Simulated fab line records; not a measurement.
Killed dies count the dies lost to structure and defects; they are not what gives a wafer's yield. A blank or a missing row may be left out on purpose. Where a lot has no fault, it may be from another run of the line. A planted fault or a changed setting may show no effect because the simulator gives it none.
fab line records	flow n5_finfet
record: lots: 10	wafers: 30	last_day: 18
route steps=1938 shown BEOL_M6@1214 PASSIVATION@1936
lots with no fault: from the same line, run without faults
start_h: hours from the record's first day to the start of the lot's first wafer shown	wait_h: time in hours since the lot's previous step	" repeats the value in the row above	L1.1+2: a single row standing in for several wafers	- either no value or no given start	* or withheld: withheld	< > ~ a bound
route shown NAME@n: NAME is a module with steps in the file, n the number in the route of the first one	usual: mean/standard deviation of fault-free wafers	same: alike in all rows	chamber/n: place in a boat	sites: the reading at each site	_std_site: standard deviation across them	_edge_site: outer sites' mean less inner sites'	radius_mm: for every site, how far away it sits from the centre of the wafer	mask NAME#n: copy n	behind: the tool/chamber that last shaped the wafer	hold: why the lot was held/for how many hours/how that ended	device: the transistor (n, p or np) that didn't switch	end of line: tests of these same wafers at the route's end	for a step that has no rows: nothing shown but its recipe	killed: count of dies lost to structure and defects at first sort (not the wafer's yield)	map: shows each die of a wafer: x if killed, . if not, _ if none is there
set.NAME: the run value of the setting; set.NAME@STEP: its run value at that earlier step	model.NAME: the simulator's own value behind a step, which no gauge read
steps of the route over a sample of lots; a table a step, a row a wafer
services: the hour from which a tool's chamber was out of use, counted from the record's first day as start_h (under 0 if before that day), plus the number of hours and why
== steps ==
step: N5_BEOL_M6_STRIP_67
recipe: chemistry: CF4	resist: SiARC	power_w: 300	bias_power_w: 75	pressure_mtorr: 50	cf4_flow_sccm: 150	rf_frequency_hz: 6e+07
usual: drypump_motor_current_A: 5.6/0.33	oes_product_au: 0.79/0.084	power_w: 300.0/0.85	rf_vpp_V: 271.5/1.5	showerhead_plenum_p_Torr: 1.81/0.056	throttle_valve_pct: 13.48/0.19
lot.wafer	tool	chamber	start_h	wait_h	drypump_motor_current_A	oes_product_au	power_w	rf_hours_counter_h	rf_vpp_V	showerhead_plenum_p_Torr	throttle_valve_pct
L913.2	rie_diel-05	0	180.44	0.0	5.5	0.86	298.7	51	272.4	1.91	13.50
L913.3	"	3	"	"	5.7	0.71	301.2	208	271.0	1.79	13.60
L913.4	"	0	"	"	5.6	0.86	300.6	-	271.7	1.91	13.53
L914.3	rie_diel-05	1	197.82	0.0	5.4	0.95	300.2	4	272.4	1.78	13.39
L914.4	"	3	"	"	5.7	0.71	300.3	214	271.0	1.79	13.62
L914.5	"	0	"	"	5.6	0.86	299.0	-	274.2	1.91	13.54
L919.1	rie_diel-04	2	238.18	0.0	5.7	0.72	299.2	197	273.6	1.86	13.81
L919.2	"	0	"	"	5.9	0.74	298.9	192	270.5	1.78	13.57
L919.4	"	1	"	"	5.4	0.88	299.5	25	272.0	1.74	13.00
L924.1	rie_diel-04	2	253.40	0.0	5.7	0.72	300.1	204	271.8	1.85	13.83
L924.3	"	0	"	"	5.9	0.74	301.2	199	271.8	1.78	13.59
L924.5	"	3	"	"	5.0	0.86	299.4	-	273.3	1.87	13.21
L926.1	rie_diel-05	0	272.12	0.0	5.6	0.82	298.2	83	273.8	1.90	13.57
L926.3	"	2	"	"	5.7	0.68	300.9	229	270.8	1.84	13.42
L926.4	"	3	"	"	5.7	0.69	300.3	240	271.6	1.78	13.69
L927.1	rie_diel-05	3	275.66	0.0	5.7	0.69	300.4	241	271.9	1.78	13.68
L927.4	"	1	"	"	5.4	0.90	300.9	30	270.1	1.77	13.47
L927.5	"	1	"	"	5.4	0.90	301.3	-	270.4	1.77	13.48
L930.2	rie_diel-05	1	288.61	0.0	5.4	0.89	300.7	33	271.8	1.77	13.46
L930.3	"	3	"	"	5.7	0.69	300.2	244	269.7	1.78	13.68
L930.6	"	2	"	"	5.8	0.68	300.9	-	271.9	1.84	13.41
L931.2	rie_diel-02	1	300.01	0.0	5.4	0.84	300.3	43	272.3	1.83	13.54
L931.3	"	2	"	"	6.5	0.73	300.2	195	268.2	1.71	13.59
L931.4	"	0	"	"	5.4	0.76	300.3	154	270.7	1.80	13.50
L933.1	rie_diel-05	1	300.73	0.0	5.4	0.88	298.8	37	270.5	1.77	13.47
L933.2	"	3	"	"	5.7	0.68	300.6	249	271.0	1.78	13.69
L933.4	"	0	"	"	5.6	0.82	300.1	92	273.2	1.90	13.60
L936.1	rie_diel-05	0	326.38	0.0	5.6	0.80	300.7	104	272.4	1.90	13.64
L936.4	"	1	"	"	5.4	0.85	298.9	50	270.1	1.77	13.50
L936.5	"	3	"	"	5.7	0.99	300.1	-	270.2	1.78	13.13
step: N5_BEOL_M6_CD_MEAS_18
recipe: pitch_nm: 80	target_cd_nm: 40
usual: cd_nm: 40.2/0.6
lot.wafer	tool	chamber	start_h	wait_h	cd_nm
L913.2	cd_sem-01	-	180.67	0.1	40.0
L913.3	"	-	"	"	41.0
L913.4	"	-	"	"	40.2
L914.3	cd_sem-02	-	198.04	0.1	40.1
L914.4	"	-	"	"	40.5
L914.5	"	-	"	"	41.0
L919.1	cd_sem-01	-	238.46	0.0	39.3
L919.2	"	-	"	"	40.1
L919.4	"	-	"	"	40.1
L924.1	cd_sem-03	-	253.62	0.0	39.2
L924.3	"	-	"	"	41.2
L924.5	"	-	"	"	40.3
L926.1	cd_sem-01	-	272.34	0.0	40.1
L926.3	"	-	"	"	40.6
L926.4	"	-	"	"	40.9
L927.1	cd_sem-02	-	276.02	0.0	40.7
L927.4	"	-	"	"	40.0
L927.5	"	-	"	"	40.1
L930.2	cd_sem-03	-	288.83	0.1	40.1
L930.3	"	-	"	"	39.0
L930.6	"	-	"	"	39.7
L931.2	cd_sem-01	-	300.24	0.1	39.2
L931.3	"	-	"	"	39.5
L931.4	"	-	"	"	40.5
L933.1	cd_sem-01	-	300.98	0.0	39.6
L933.2	"	-	"	"	39.1
L933.4	"	-	"	"	39.8
L936.1	cd_sem-03	-	326.61	0.0	40.7
L936.4	"	-	"	"	40.4
L936.5	"	-	"	"	40.4
step: N5_BEOL_M6_INSPECT_30
recipe: mode: adi	inspect_instrument: brightfield
usual: raw_defect_count: 427/100
lot.wafer	tool	chamber	start_h	wait_h	raw_defect_count
L913.2	defect_inspect-01	-	181.23	0.0	330
L913.3	"	-	"	"	345
L913.4	"	-	"	"	285
L914.3	defect_inspect-01	-	198.56	0.0	380
L914.4	"	-	"	"	427
L914.5	"	-	"	"	309
L919.1	defect_inspect-01	-	238.98	0.1	415
L919.2	"	-	"	"	1786
L919.4	"	-	"	"	430
L924.1	defect_inspect-02	-	254.35	0.1	321
L924.3	"	-	"	"	1702
L924.5	"	-	"	"	438
L926.1	defect_inspect-02	-	274.84	0.1	450
L926.3	"	-	"	"	487
L926.4	"	-	"	"	708
L927.1	defect_inspect-02	-	276.43	0.1	565
L927.4	"	-	"	"	404
L927.5	"	-	"	"	685
L930.2	defect_inspect-01	-	289.35	0.0	268
L930.3	"	-	"	"	298
L930.6	"	-	"	"	346
L931.2	defect_inspect-01	-	300.85	0.0	362
L931.3	"	-	"	"	312
L931.4	"	-	"	"	522
L933.1	defect_inspect-01	-	303.65	0.1	249
L933.2	"	-	"	"	291
L933.4	"	-	"	"	395
L936.1	defect_inspect-02	-	327.01	0.1	451
L936.4	"	-	"	"	341
L936.5	"	-	"	"	486
step: N5_BEOL_M6_DESCUM_33
recipe: chemistry: O2	time_s: 7	source_power_w: 50	bias_power_w: 20	pressure_mtorr: 20	rf_frequency_hz: 2.712e+07	temp_c: 40	resist: CAR-EUV	o2_flow_sccm: 225
usual: drypump_motor_current_A: 5.6/0.39	o2_flow_sccm: 225.1/0.7	oes_product_au: 0.79/0.075	rf_vpp_V: 243.4/1.4	showerhead_plenum_p_Torr: 2.10/0.064	throttle_valve_pct: 20.32/0.18
lot.wafer	tool	chamber	start_h	wait_h	drypump_motor_current_A	o2_flow_sccm	oes_product_au	rf_hours_counter_h	rf_vpp_V	showerhead_plenum_p_Torr	throttle_valve_pct
L913.2	rie_diel-04	1	181.45	0.2	5.4	224.5	0.93	7	242.3	2.06	19.97
L913.3	"	0	"	"	5.9	224.1	0.77	174	243.9	2.09	20.32
L913.4	"	2	"	"	5.7	224.6	0.73	179	243.3	2.17	20.60
L914.3	rie_diel-04	1	198.91	0.3	5.4	225.3	0.90	11	241.6	2.06	20.00
L914.4	"	0	"	"	5.9	224.8	0.76	179	242.7	2.09	20.31
L914.5	"	2	"	"	5.7	225.8	0.72	-	244.6	2.17	20.59
L919.1	rie_diel-02	0	239.02	0.0	5.4	224.6	0.78	135	243.3	2.10	20.24
L919.2	"	3	"	"	5.5	226.1	0.85	62	242.3	2.04	20.47
L919.4	"	2	"	"	6.6	224.9	0.74	174	242.6	2.01	20.43
L924.1	rie_diel-04	2	255.03	0.7	5.7	225.1	0.71	205	245.9	2.16	20.62
L924.3	"	3	"	"	5.0	226.4	0.86	64	245.4	2.22	20.25
L924.5	"	1	"	"	5.4	225.6	0.86	-	242.5	2.05	20.03
L926.1	rie_diel-05	0	274.87	0.0	5.6	224.1	0.82	83	245.2	2.21	20.34
L926.3	"	3	"	"	5.7	225.1	0.68	240	242.7	2.08	20.47
L926.4	"	1	"	"	5.4	225.3	0.92	29	242.9	2.05	20.40
L927.1	rie_diel-04	1	276.46	0.0	5.4	225.2	0.86	41	241.4	2.05	20.04
L927.4	"	3	"	"	5.0	224.1	0.85	72	245.2	2.22	20.25
L927.5	"	1	"	"	5.4	224.7	0.86	-	241.8	2.05	20.07
L930.2	rie_diel-04	0	289.41	0.1	5.9	225.6	0.73	211	242.6	2.07	20.37
L930.3	"	3	"	"	4.9	223.8	0.84	76	246.2	2.22	20.26
L930.6	"	3	"	"	5.0	224.5	0.84	-	245.4	2.22	20.26
L931.2	rie_diel-02	2	300.98	0.1	6.6	224.4	0.72	196	241.6	2.01	20.49
L931.3	"	1	"	"	5.4	224.9	0.86	44	242.1	2.10	20.28
L931.4	"	0	"	"	5.4	225.1	0.76	155	244.3	2.09	20.27
L933.1	rie_diel-04	1	303.68	0.0	5.4	224.7	0.85	49	243.3	2.04	20.05
L933.2	"	3	"	"	4.9	224.7	0.84	81	245.7	2.21	20.28
L933.4	"	2	"	"	5.7	225.6	0.70	219	243.3	2.15	20.65
L936.1	rie_diel-02	1	327.53	0.5	5.4	224.9	0.84	56	243.5	2.10	20.29
L936.4	"	0	"	"	5.4	225.6	0.74	166	244.0	2.09	20.27
L936.5	"	0	"	"	5.4	225.5	0.74	-	242.7	2.09	20.27
step: N5_BEOL_M6_STRIP_36
recipe: chemistry: N2/H2	power_w: 450	temp_c: 40	pressure_mtorr: 20	rf_frequency_hz: 6e+07	overash_fraction: 0.3	bias_power_w: 7	h2_frac: 0.5	n2_flow_sccm: 200	h2_flow_sccm: 200
usual: drypump_motor_current_A: 5.6/0.39	oes_product_au: 0.80/0.074	power_w: 450.1/1.3	rf_vpp_V: 59.3/1.2	showerhead_plenum_p_Torr: 2.55/0.083	throttle_valve_pct: 23.59/0.27
lot.wafer	tool	chamber	start_h	wait_h	drypump_motor_current_A	oes_product_au	power_w	rf_hours_counter_h	rf_vpp_V	showerhead_plenum_p_Torr	throttle_valve_pct
L913.2	rie_diel-04	1	181.68	0.0	5.4	0.93	450.0	7	58.1	2.51	23.52
L913.3	"	0	"	"	5.9	0.75	452.1	174	59.4	2.54	23.42
L913.4	"	2	"	"	5.7	0.73	450.1	179	59.4	2.63	24.04
L914.3	rie_diel-04	1	199.14	0.0	5.4	0.91	447.7	11	58.6	2.51	23.51
L914.4	"	0	"	"	5.9	0.77	447.1	179	60.3	2.54	23.42
L914.5	"	2	"	"	5.7	0.73	450.4	-	60.5	2.63	24.07
L919.1	rie_diel-02	0	239.25	0.0	5.4	0.78	449.4	135	60.6	2.55	23.41
L919.2	"	3	"	"	5.5	0.87	448.9	62	59.3	2.48	23.70
L919.4	"	2	"	"	6.6	0.73	449.3	174	59.7	2.41	23.55
L924.1	rie_diel-04	2	255.27	0.0	5.7	0.72	450.2	205	59.4	2.62	24.09
L924.3	"	3	"	"	4.9	0.85	449.7	64	60.3	2.69	23.61
L924.5	"	1	"	"	5.4	0.86	451.5	-	59.5	2.50	23.53
L926.1	rie_diel-05	0	275.10	0.0	5.6	0.80	451.7	83	59.4	2.69	23.71
L926.3	"	3	"	"	5.7	0.68	450.5	240	57.2	2.48	23.24
L926.4	"	1	"	"	5.4	0.91	451.5	30	60.0	2.49	23.77
L927.1	rie_diel-04	1	276.69	0.0	5.4	0.86	450.6	41	59.3	2.50	23.55
L927.4	"	3	"	"	5.0	0.83	446.4	72	58.8	2.68	23.62
L927.5	"	1	"	"	5.4	0.85	448.4	-	61.1	2.50	23.56
L930.2	rie_diel-04	0	289.64	0.0	5.9	0.73	448.6	212	60.4	2.52	23.49
L930.3	"	3	"	"	5.0	0.83	450.4	77	59.1	2.68	23.64
L930.6	"	3	"	"	5.0	0.83	449.2	-	58.8	2.68	23.63
L931.2	rie_diel-02	2	301.21	0.0	6.6	0.73	449.5	196	59.3	2.41	23.59
L931.3	"	1	"	"	5.4	0.84	449.7	44	58.9	2.59	23.79
L931.4	"	0	"	"	5.4	0.76	450.4	155	59.3	2.54	23.44
L933.1	rie_diel-04	1	303.92	0.0	5.4	0.84	448.7	49	61.7	2.49	23.57
L933.2	"	3	"	"	5.0	0.84	450.3	81	60.0	2.68	23.65
L933.4	"	2	"	"	5.7	0.71	449.6	219	57.2	2.61	24.09
L936.1	rie_diel-02	1	327.76	0.0	5.4	0.86	453.0	56	61.5	2.59	23.79
L936.4	"	0	"	"	5.4	0.75	451.0	167	59.9	2.54	23.45
L936.5	"	0	"	"	5.4	0.74	450.8	-	58.9	2.54	23.44
step: N5_PASSIVATION_PROBE_49
usual: defect_limited_yield: 91.0/1.5	killed_at_M0_to_M3: 34/9.1	killed_at_M4_up: 14/5.7	killed_at_contacts: 13/5.7	killed_at_front_end: 42/12	killed_at_other: 4/3.4	killed_dies: 106/17	killed_open: 70/13	killed_short: 34/7.5	sort_bin_5_function: 5.2/0.94	sort_bin_6_memory: 3.4/0.69	sort_bin_8_speed: 0.00/0.029	sort_n_pass: 1074/17	sort_yield_pct: 91.0/1.5
same: gross_dies: 1180	killed_at_back_side: 0	sort_bin_4_leakage[%]: 0
lot.wafer	tool	chamber	start_h	wait_h	defect_limited_yield[%]	killed_at_M0_to_M3	killed_at_M4_up	killed_at_contacts	killed_at_front_end	killed_at_other	killed_dies	killed_open	killed_short	sort_bin_5_function[%]	sort_bin_6_memory[%]	sort_bin_8_speed[%]	sort_n_pass	sort_yield_pct[%]
L919.1	prober-01	-	322.89	0.0	91.4	31	19	5	39	7	101	71	28	5.1	3.2	0	1079	91.4
L919.2	prober-01	-	322.94	0.1	79.2	19	169	7	44	6	245	47	35	12.5	4.7	0	935	79.2
L919.4	prober-01	-	323.04	0.2	91.8	31	6	11	46	3	97	59	36	5.1	2.7	0	1083	91.8
L924.1	prober-01	-	333.81	0.0	92.4	39	5	13	29	4	90	57	31	5.3	2.1	0	1090	92.4
L924.3	prober-01	-	333.91	0.1	79.6	36	159	11	33	2	241	55	33	12.4	4.2	0	939	79.6
L924.5	prober-01	-	334.01	0.2	90.0	19	4	27	53	15	118	77	39	5.4	4.2	0	1062	90.0
L927.1	prober-02	-	359.47	0.0	93.8	25	13	3	28	4	73	45	23	3.7	2.1	0	1107	93.8
killed by level:class
L919.1 STI_FIN_REVEAL:geometric_particle:open=10 BEOL_M2:geometric_particle:open=10 BEOL_M4:geometric_particle:open=8 GATE_CUT:geometric_particle:short=7 GATE_CUT:geometric_particle:open=6 BEOL_M0_SAQP:geometric_particle:short=6 DUMMY_GATE:geometric_particle:open=5 MOL_CONTACT_COAG:geometric_particle:open=5
L919.2 BEOL_M6:unspecified=160 FIN_SAQP:geometric_particle:short=7 BEOL_M2:geometric_particle:open=7 FIN_SAQP:geometric_particle:open=6 GATE_CUT:geometric_particle:short=6 DUMMY_GATE:geometric_particle:open=5 MOL_CONTACT_COAG:geometric_particle:open=5 BEOL_M1:geometric_particle:open=5
L919.4 FIN_SAQP:geometric_particle:open=14 GATE_CUT:geometric_particle:short=8 BEOL_M2:geometric_particle:open=8 MOL_CONTACT_COAG:geometric_particle:open=7 BEOL_M3:geometric_particle:open=7 STI_FIN_REVEAL:geometric_particle:open=6 BEOL_M0_SAQP:geometric_particle:open=6 FIN_SAQP:geometric_particle:short=5
L924.1 BEOL_M1:geometric_particle:open=13 MOL_CONTACT_COAG:geometric_particle:open=12 BEOL_M0_SAQP:geometric_particle:open=6 GATE_CUT:geometric_particle:short=5 BEOL_M0_SAQP:geometric_particle:short=5 BEOL_M1:geometric_particle:short=5 FIN_SAQP:geometric_particle:open=4 DUMMY_GATE:geometric_particle:open=4
L924.3 BEOL_M6:unspecified=152 BEOL_M0_SAQP:geometric_particle:short=14 MOL_CONTACT_COAG:geometric_particle:open=9 STI_FIN_REVEAL:geometric_particle:open=8 BEOL_M0_SAQP:geometric_particle:open=6 BEOL_M1:geometric_particle:open=6 BEOL_M1:geometric_particle:short=5 BEOL_M2:geometric_particle:open=4
L924.5 MOL_CONTACT_COAG:geometric_particle:open=18 STI_FIN_REVEAL:geometric_particle:open=15 FIN_SAQP:geometric_particle:open=11 MOL_CONTACT_COAG:geometric_particle:short=9 BEOL_M0_SAQP:geometric_particle:open=8 MIM_TOP_ETCH:geometric_particle:short=5 FIN_SAQP:geometric_particle:short=4 DUMMY_GATE:geometric_particle:open=4
L927.1 BEOL_M0_SAQP:geometric_particle:open=8 STI_FIN_REVEAL:geometric_particle:open=7 BEOL_M1:geometric_particle:open=7 FIN_SAQP:geometric_particle:open=6 BEOL_M0_SAQP:geometric_particle:short=5 DUMMY_GATE:geometric_particle:open=4 GATE_CUT:geometric_particle:short=3 BEOL_M2:geometric_particle:open=3
== services ==
tool	chamber	start_h	hours	kind
rie_diel-05	3	207.52	3.0	repair
rie_diel-04	2	266.00	8.9	repair
rie_diel-05	3	304.84	-	clean
rie_diel-05	3	304.84	-	consumable_replace:focus_ring
rie_diel-05	3	304.84	21.1	scheduled_down
rie_diel-05	3	304.84	21.1	vent_cycle
rie_diel-02	3	307.91	13.1	repair
== key ==
first_sign: step: N5_BEOL_M6_INSPECT_30	reading: raw_defect_count	direction: up	sigmas: 13	usual: 427	struck: 1744
effect: step: N5_PASSIVATION_PROBE_49	reading: killed_at_M4_up	direction: up	sigmas: 26	usual: 14	struck: 164
more_kills_born_at: N5_BEOL_M6_STRIP_67@rie_diel-04: 312
met_at N5_BEOL_M6_STRIP_67
struck_lots L919,L924
struck_wafers L919.2,L924.3
not_acting_at N5_BEOL_M6_CD_MEAS_18,N5_BEOL_M6_DESCUM_33,N5_BEOL_M6_STRIP_36
fault: kind: chamber_particle_source	tool: rie_diel-04	chamber: 0	onset_h: 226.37	steps: N5_BEOL_M6_STRIP_67	rate_per_visit_cm2: 2.0911	end_h: 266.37
